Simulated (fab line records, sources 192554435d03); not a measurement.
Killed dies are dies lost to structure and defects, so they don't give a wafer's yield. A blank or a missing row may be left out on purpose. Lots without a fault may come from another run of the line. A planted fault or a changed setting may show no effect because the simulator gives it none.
fab line records | flow n5_finfet
record lots=9 wafers=27 last_day=16
route steps=1938 shown BEOL_M0_SAQP@650 BEOL_M4@1111
lots that met no fault: from a run of the same line without faults
start_h: hours from the record's first day to the start of the lot's first wafer shown | wait_h: hours since the lot's step before | " the same as in the row above | L1.1+2: a row that stands for several wafers | - no value, or no start given | * or withheld: withheld | < > ~ a bound
route shown NAME@n: a module of which the file shows steps, and the number in the route of the first | usual: mean/standard deviation of fault-free wafers | same: alike in all rows | chamber/n: place in a boat | sites: the reading at each site | _std_site: their standard deviation | _edge_site: outer sites' mean less inner sites' | radius_mm: how far each site lies from the wafer's centre | mask NAME#n: copy n | behind: the tool/chamber that last shaped the wafer | hold: why the lot was held/for how many hours/how that ended | device: the transistor (n, p or np) that didn't switch | end of line: the same wafers' tests at the end of the route | a step without rows: its recipe alone | killed: dies lost to structure and defects at the first sort, not the wafer's yield | map: a wafer's dies, x killed, . not, _ none there
set.NAME: the setting as run; set.NAME@STEP: as run at that earlier step | model.NAME: the simulator's own value behind a step, which no gauge read
steps of the route over a sample of lots; a table a step, a row a wafer
services: from which hour (start_h, from the record's first day; less than 0 if before it) a tool's chamber was out of use, for how many hours, and why
## steps
# step N5_BEOL_M0_SAQP_OVL_MEAS_15
# recipe points_per_wafer=44
# usual M0_CORE_OVL=-0.2/0.89
# columns lot.wafer tool chamber start_h wait_h M0_CORE_OVL[nm]
L682.2 overlay-01 0 106.12 0.0 0.0
L682.3 " 0 " " 0.4
L682.5 " 0 " " 0.2
L685.2 overlay-01 0 125.15 0.0 -0.4
L685.5 " 0 " " -0.2
L685.6 " 0 " " -0.2
L686.1 overlay-01 0 128.06 0.0 0.2
L686.2 " 0 " " 1.8
L686.4 " 0 " " 0.9
L689.2 overlay-01 0 149.22 0.0 -0.6
L689.4 " 0 " " -1.6
L689.5 " 0 " " -1.0
L690.1 overlay-02 0 155.40 0.0 -1.4
L690.3 " 0 " " -0.6
L690.6 " 0 " " -1.1
L695.1 overlay-01 0 182.95 0.0 -1.1
L695.3 " 0 " " -0.4
L695.5 " 0 " " 0.0
L698.2 overlay-02 0 210.07 0.0 1.4
L698.3 " 0 " " -0.3
L698.4 " 0 " " 0.5
L699.3 overlay-02 0 213.09 0.0 -0.1
L699.4 " 0 " " 1.1
L699.6 " 0 " " 0.8
L702.2 overlay-02 0 231.16 0.0 -1.0
L702.3 " 0 " " 0.7
L702.4 " 0 " " -0.9
# step N5_BEOL_M0_SAQP_ETCH_84
# recipe chemistry=N2/H2 target=SOC target_depth_a=1000 overetch_a=200 mask_material=SiARC temp_c=40 time_s=150 ion_energy_ev=200 pressure_mtorr=30 source_w=840 bias_w=150 n2_flow_sccm=200 h2_flow_sccm=200
# usual drypump_motor_current_A=5.9/0.38 n2_flow_sccm=200.0/0.59 oes_product_au=0.68/0.055 rf_fwd_power_W=836.4/2.6 rf_vpp_V=523.9/2.1 showerhead_plenum_p_Torr=2.54/0.075 throttle_valve_pct=17.85/0.2
# columns lot.wafer tool chamber start_h wait_h drypump_motor_current_A n2_flow_sccm oes_product_au rf_fwd_power_W rf_hours_counter_h rf_vpp_V showerhead_plenum_p_Torr throttle_valve_pct
L682.2 rie_diel-02 1 106.46 0.0 6.0 200.3 0.71 838.6 90 521.0 2.47 18.15
L682.3 " 3 " " 5.8 200.5 0.65 833.2 206 523.6 2.52 17.71
L682.5 " 0 " " 5.8 200.0 0.67 833.4 - 524.3 2.52 17.98
L685.2 rie_diel-02 2 125.30 0.0 6.3 200.5 0.66 838.9 153 527.0 2.65 17.93
L685.5 " 0 " " 5.8 199.9 0.67 834.5 - 524.8 2.52 18.00
L685.6 " 1 " " 6.0 199.4 0.71 838.8 - 522.9 2.46 18.16
L686.1 rie_diel-05 0 128.20 0.0 6.1 199.2 0.76 834.2 49 526.3 2.57 17.87
L686.2 " 1 " " 6.3 199.4 0.62 834.8 216 525.7 2.63 17.84
L686.4 " 2 " " 5.3 199.8 0.65 835.7 172 526.2 2.66 17.76
L689.2 rie_diel-04 0 149.37 0.0 5.3 200.0 0.66 837.8 185 520.3 2.43 17.89
L689.4 " 1 " " 5.2 200.4 0.80 840.2 29 525.2 2.60 17.76
L689.5 " 3 " " 5.3 199.8 0.63 835.7 - 522.5 2.50 17.55
L690.1 rie_diel-02 0 155.55 0.0 5.8 200.4 0.66 833.2 198 521.9 2.52 18.01
L690.3 " 1 " " 6.0 198.8 0.70 841.0 104 522.4 2.46 18.18
L690.6 " 1 " " 6.0 199.4 0.70 841.3 - 520.5 2.46 18.19
L695.1 rie_diel-05 0 183.09 0.0 6.1 199.8 0.73 838.0 66 526.0 2.57 17.92
L695.3 " 2 " " 5.4 199.5 0.64 836.5 188 523.9 2.65 17.78
L695.5 " 2 " " 5.3 199.6 0.64 837.2 - 525.7 2.65 17.78
L698.2 rie_diel-05 2 210.48 0.0 5.3 200.7 0.64 840.5 196 528.2 2.65 17.80
L698.3 " 3 " " 6.1 199.2 0.69 835.5 107 521.5 2.43 17.57
L698.4 " 1 " " 6.4 201.1 0.61 836.1 234 525.9 2.62 17.88
L699.3 rie_diel-04 3 213.23 0.0 5.3 200.2 0.90 837.2 0 520.9 2.49 17.10
L699.4 " 2 " " 6.2 199.0 0.65 836.6 170 523.8 2.53 17.96
L699.6 " 2 " " 6.2 199.8 0.65 835.5 - 524.5 2.53 17.98
L702.2 rie_diel-05 3 231.30 0.0 6.1 199.3 0.69 833.9 114 522.6 2.43 17.59
L702.3 " 1 " " 6.3 200.2 0.61 837.8 240 525.6 2.62 17.88
L702.4 " 2 " " 5.3 200.2 0.64 838.4 201 526.3 2.64 17.79
# step N5_BEOL_M0_SAQP_MANDREL_ETCH_20
# recipe target_depth_a=600 chemistry=HBr/Cl2 target=a-Si stop_on=SiNx bt_time_s=10 mask_material=SOC over_etch_frac=0.5 time_s=30 pressure_mtorr=10 icp_w=800 bias_w=75 HBr_flow_sccm=150 Cl2_flow_sccm=80 ends=end_point
# usual drypump_motor_current_A=6.0/0.37 mfc_cl2_sccm=80.03/0.27 oes_product_au=0.774/0.017 over_etch_frac=0.5/0 rf_fwd_power_W=795.6/2.7 throttle_valve_pct=35.3/0.36
# columns lot.wafer tool chamber start_h wait_h drypump_motor_current_A mfc_cl2_sccm oes_product_au over_etch_frac rf_fwd_power_W rf_hours_counter_h throttle_valve_pct
L682.2 rie_si-06 2 106.65 0.0 5.8 80.13 0.776 0.5 798.4 3 35.8
L682.3 " 1 " " 5.4 79.53 0.796 0.5 795.9 13 35.1
L682.5 " 0 " " 6.3 79.71 0.753 0.5 797.9 - 35.0
L685.2 rie_si-04 2 125.49 0.0 6.7 80.19 0.748 0.5 794.3 8 35.4
L685.5 " 2 " " 6.7 79.80 0.756 0.5 794.1 - 35.4
L685.6 " 1 " " 5.7 80.47 0.799 0.5 792.6 - 35.3
L686.1 rie_si-05 2 128.39 0.0 5.7 80.23 0.798 0.5 797.0 113 35.0
L686.2 " 0 " " 6.1 79.87 0.774 0.5 798.4 2 35.0
L686.4 " 3 " " 6.2 80.07 0.775 0.5 797.2 107 35.5
L689.2 rie_si-04 1 149.56 0.0 5.7 80.05 0.785 0.5 792.6 184 35.3
L689.4 " 0 " " 6.2 80.47 0.758 0.5 801.0 188 35.7
L689.5 " 3 " " 5.9 79.63 0.783 0.5 797.4 - 35.3
L690.1 rie_si-04 3 155.74 0.0 5.9 80.66 0.763 0.56715 799.1 55 35.4
L690.3 " 2 " " 6.8 79.82 0.742 0.56715 791.3 9 35.4
L690.6 " 2 " " 6.8 79.78 0.741 0.56715 795.4 - 35.4
L695.1 rie_si-04 0 183.28 0.0 6.2 79.97 0.739 0.56715 801.5 189 35.8
L695.3 " 3 " " 5.9 80.09 0.749 0.56715 798.0 55 35.4
L695.5 " 0 " " 6.2 80.13 0.739 0.56715 803.1 - 35.8
L698.2 rie_si-05 1 210.67 0.0 6.4 80.18 0.744 0.5 795.8 116 34.8
L698.3 " 2 " " 5.7 80.13 0.785 0.5 795.1 115 34.9
L698.4 " 3 " " 6.2 79.94 0.755 0.5 793.8 108 35.6
L699.3 rie_si-06 1 213.42 0.0 5.5 79.73 0.796 0.5 795.0 15 35.1
L699.4 " 2 " " 5.8 80.29 0.789 0.5 792.9 - 35.7
L699.6 " 0 " " 6.3 80.21 0.758 0.5 788.9 - 35.0
L702.2 rie_si-05 2 231.49 0.0 5.7 79.58 0.800 0.5 793.1 115 34.9
L702.3 " 0 " " 6.1 80.12 0.786 0.5 797.2 3 35.0
L702.4 " 1 " " 6.4 80.03 0.764 0.5 795.7 117 34.8
# step N5_BEOL_M0_SAQP_SPACER1_ETCHBACK_99
# recipe chemistry=CHF3/O2 mode=anisotropic_etchback target=SiO2 target_depth_a=154 time_s=7.7 pressure_mtorr=30 source_w=650 bias_w=170 Ar_flow_sccm=200 CHF3_flow_sccm=50 O2_flow_sccm=5 ion_energy_ev=200
# usual drypump_motor_current_A=5.7/0.44 oes_product_au=0.77/0.082 rf_fwd_power_W=646.0/2.5 rf_vpp_V=524/7.7 showerhead_plenum_p_Torr=2.41/0.06 throttle_valve_pct=18.96/0.2
# columns lot.wafer tool chamber start_h wait_h drypump_motor_current_A oes_product_au rf_fwd_power_W rf_hours_counter_h rf_vpp_V showerhead_plenum_p_Torr throttle_valve_pct
L682.2 rie_diel-04 0 108.11 0.5 5.2 0.74 644.5 172 530 2.32 19.05
L682.3 " 3 " " 5.3 0.71 650.3 227 530 2.40 18.73
L682.5 " 1 " " 5.2 0.92 647.1 - 533 2.47 18.86
L685.2 rie_diel-04 1 126.60 0.3 5.2 0.91 648.0 22 532 2.47 18.89
L685.5 " 0 " " 5.3 0.73 645.0 - 529 2.32 19.06
L685.6 " 1 " " 5.2 0.91 647.9 - 533 2.47 18.89
L686.1 rie_diel-05 2 129.68 0.4 5.3 0.72 646.4 172 513 2.50 18.75
L686.2 " 1 " " 6.3 0.68 642.8 216 508 2.49 18.85
L686.4 " 0 " " 6.1 0.86 646.6 50 527 2.44 18.98
L689.2 rie_diel-04 2 150.91 0.3 6.2 0.74 644.5 152 521 2.42 19.20
L689.4 " 1 " " 5.2 0.88 646.2 - 532 2.46 18.89
L689.5 " 3 " " 5.3 0.70 650.0 - 530 2.39 18.78
L690.1 rie_diel-04 1 156.96 0.4 5.2 0.89 648.4 31 534 2.46 18.90
L690.3 " 2 " " 6.2 0.74 643.9 154 520 2.42 19.22
L690.6 " 2 " " 6.2 0.75 646.9 - 520 2.42 19.21
L695.1 rie_diel-02 0 188.62 0.3 5.8 0.73 646.4 209 531 2.39 19.09
L695.3 " 1 " " 6.0 0.77 648.0 116 524 2.33 19.22
L695.5 " 0 " " 5.8 0.72 646.8 - 530 2.39 19.12
L698.2 rie_diel-04 2 211.78 0.3 6.2 0.73 648.8 169 520 2.41 19.24
L698.3 " 3 " " 5.3 1.03 647.1 0 530 2.39 18.34
L698.4 " 0 " " 5.2 0.71 647.4 204 529 2.31 19.09
L699.3 rie_diel-04 3 214.51 0.3 5.3 1.01 648.6 1 532 2.39 18.33
L699.4 " 1 " " 5.2 0.85 646.2 50 533 2.46 18.92
L699.6 " 3 " " 5.3 1.01 649.8 - 531 2.39 18.34
L702.2 rie_diel-02 0 232.58 0.3 5.8 0.73 646.3 223 531 2.38 19.15
L702.3 " 3 " " 5.8 0.70 645.2 239 518 2.39 18.80
L702.4 " 2 " " 6.2 0.72 643.8 186 526 2.49 19.04
# step N5_BEOL_M4_RC_MEAS_101
# usual DIBL_N=36.3/1.7 DIBL_P=36.5/1.8 IOFF_N=0.16/0.033 IOFF_P=0.21/0.037 ION_N=675/11 ION_P=462/7.9 SS_N=71.6/0.64 SS_P=73.3/0.68 VT_N=249/3.3 VT_P=-250/3.3
# columns lot.wafer tool chamber start_h wait_h DIBL_N[mV/V] DIBL_P[mV/V] IOFF_N[nA/um] IOFF_P[nA/um] ION_N[uA/um] ION_P[uA/um] SS_N[mV/dec] SS_P[mV/dec] VT_N[mV] VT_P[mV]
L682.2 prober-01 0 159.47 0.2 35.4 36.0 0.14 0.19 666 457 71.4 73.2 253 -255
L682.3 " 0 " " 35.3 36.6 0.15 0.20 684 469 71.6 73.9 249 -252
L682.5 " 0 " " 34.9 36.1 0.15 0.19 678 466 71.6 73.7 253 -252
L685.2 prober-01 0 181.49 0.2 35.7 36.1 0.15 0.18 682 467 71.0 73.3 251 -251
L685.5 " 0 " " 33.6 33.4 0.11 0.14 681 462 71.0 72.8 255 -257
L685.6 " 0 " " 36.1 36.5 0.14 0.18 677 463 71.5 73.3 253 -253
L686.1 prober-01 0 182.71 0.0 36.4 35.8 0.15 0.22 672 463 72.0 72.9 249 -248
L686.2 " 0 " " 38.2 38.6 0.19 0.26 682 470 71.9 74.6 245 -246
L686.4 " 0 " " 37.6 37.2 0.16 0.24 671 466 72.3 74.0 250 -245
L689.2 prober-02 0 198.17 0.2 33.1 32.8 0.11 0.17 665 462 70.6 72.3 255 -253
L689.4 " 0 " " 34.9 33.6 0.12 0.18 656 455 70.5 71.4 253 -250
L689.5 " 0 " " 33.9 33.6 0.11 0.18 668 461 70.7 71.8 255 -251
L690.1 prober-02 0 207.58 0.0 37.4 38.4 0.18 0.24 660 460 72.2 73.5 251 -247
L690.3 " 0 " " 35.1 34.8 0.14 0.18 658 445 71.9 72.8 254 -251
L690.6 " 0 " " 32.3 33.3 0.11 0.16 657 457 70.5 72.1 255 -254
L695.1 prober-02 0 250.98 0.0 38.8 39.3 0.21 0.25 672 458 71.6 74.9 245 -249
L695.3 " 0 " " 36.4 34.7 0.15 0.17 665 448 71.3 72.5 253 -253
L695.5 " 0 " " 38.9 38.0 0.21 0.22 676 453 72.8 74.5 248 -250
L698.2 prober-02 0 258.71 0.2 38.3 38.1 0.17 0.20 681 455 72.2 74.4 250 -254
L698.3 " 0 " " 37.4 36.6 0.15 0.19 660 457 72.0 73.6 252 -255
L698.4 " 0 " " 39.3 38.4 0.17 0.20 661 450 73.0 73.8 251 -253
L699.3 prober-02 0 264.16 0.3 37.3 35.4 0.16 0.22 675 466 71.4 72.8 247 -246
L699.4 " 0 " " 35.6 34.2 0.15 0.22 703 481 71.4 72.5 246 -244
L699.6 " 0 " " 35.4 34.3 0.14 0.21 677 469 71.2 72.8 249 -245
L702.2 prober-02 0 288.09 0.2 33.4 33.1 0.13 0.17 682 465 71.4 72.7 251 -254
L702.3 " 0 " " 35.3 34.8 0.16 0.19 677 462 71.3 73.6 247 -251
L702.4 " 0 " " 34.3 33.9 0.14 0.18 672 459 71.9 73.2 250 -252
## services
# columns tool chamber start_h hours kind
rie_diel-04 3 102.34 4.6 repair
rie_diel-02 2 104.30 10.3 repair
rie_diel-05 3 106.16 6.8 repair
rie_diel-05 1 139.32 17.3 repair
rie_diel-02 3 143.02 4.5 repair
rie_diel-04 0 150.47 3.8 repair
rie_diel-02 3 155.23 9.1 repair
rie_si-04 1 164.23 2.8 repair
rie_diel-04 2 180.80 8.5 repair
rie_si-05 - 181.92 2.8 pm
rie_diel-04 3 189.27 - clean
rie_diel-04 3 189.27 - consumable_replace:focus_ring
rie_diel-04 3 189.27 22.4 scheduled_down
rie_diel-04 3 189.27 22.4 vent_cycle
rie_si-06 1 199.66 4.8 repair
rie_si-04 0 200.44 - clean
rie_si-04 0 200.44 17.3 scheduled_down
rie_si-04 0 200.44 17.3 vent_cycle
rie_si-04 - 201.07 0.4 repair
rie_si-06 3 204.49 - clean
rie_si-06 3 204.49 20.6 scheduled_down
rie_si-06 3 204.49 20.6 vent_cycle
rie_diel-04 1 229.69 7.4 repair
## key
first_sign step=N5_BEOL_M0_SAQP_MANDREL_ETCH_20 reading=over_etch_frac direction=up sigmas=99+ usual=0.5 struck=0.56715
effect step=N5_BEOL_M0_SAQP_MANDREL_ETCH_20 reading=oes_product_au direction=down sigmas=1.7 usual=0.774 struck=0.745
met_at N5_BEOL_M0_SAQP_MANDREL_ETCH_20
struck_lots L690,L695
not_acting_at N5_BEOL_M0_SAQP_OVL_MEAS_15,N5_BEOL_M0_SAQP_ETCH_84,N5_BEOL_M0_SAQP_SPACER1_ETCHBACK_99
onset_between 149.56 155.74
fault kind=process_parameter_drift tool=rie_si-04 chamber=- onset_h=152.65 steps=N5_BEOL_M0_SAQP_MANDREL_ETCH_20 channel=over_etch_frac offset=0.067152 shape=step end_h=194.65 acts_in=these_recipes_only stated=0.5
